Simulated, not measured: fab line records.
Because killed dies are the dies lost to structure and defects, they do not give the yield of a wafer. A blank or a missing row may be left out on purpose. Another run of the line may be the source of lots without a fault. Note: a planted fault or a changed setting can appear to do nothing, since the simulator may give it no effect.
Chamber matching | flow n5-finfet | N5_SD_EPI_N_DESCUM_14 on rie-diel-04 has 4 sister chambers
The step chemistry O2, time 7.9 s. 8 wafers are shown with their chamber, then 8 later ones without.

WAFERS PAIRED WITH THEIR CHAMBERS
wafer  | chamber | showerhead-plenum-p-Torr (Torr) | oes-product-au (a.u.)
L082.6 | 2       | 2.04                            | 0.91
L086.4 | 0       | 2.24                            | 0.91
L090.1 | 1       | 1.98                            | 0.74
L090.5 | 1       | 1.98                            | 0.73
L091.3 | 2       | 2.03                            | 0.88
L091.4 | 3       | 2.08                            | 0.74
L091.5 | 3       | 2.08                            | 0.73
L094.1 | 0       | 2.23                            | 0.90

WAFERS WHOSE CHAMBER IS MISSING
wafer  | showerhead-plenum-p-Torr (Torr) | oes-product-au (a.u.)
L094.2 | 2.08                            | 0.74
L094.4 | 1.98                            | 0.73
L095.2 | 2.03                            | 0.87
L095.5 | 2.23                            | 0.89
L095.6 | 2.08                            | 0.73
L096.1 | 2.23                            | 0.89
L096.2 | 1.98                            | 0.72
L096.3 | 2.08                            | 0.73

CHAMBER TAKEN BY EACH
wafer  | from the rows above | in truth
L094.2 | 3                   | 3
L094.4 | 1                   | 1
L095.2 | 2                   | 2
L095.5 | 0                   | 0
L095.6 | 3                   | 3
L096.1 | 0                   | 0
L096.2 | 1                   | 1
L096.3 | 3                   | 3
Correctly placed: 8 of 8. Number that these rows cannot place: 0. Wrongly placed: 0.
How it was worked out, from the rows above alone: a wafer's distance from a chamber is the root of the sum, over the readings, of the square of ((its reading less the chamber's mean) divided by the reading's scatter). The wafer belongs to the nearest chamber; if the next one is less than 2 further off, it can't be placed. For every chamber, the mean is computed from those of its wafers that are shown. The scatter is the square root of a quotient: the sum, over the shown wafers, of each reading's squared deviation from its chamber's mean, divided by wafers minus chambers.
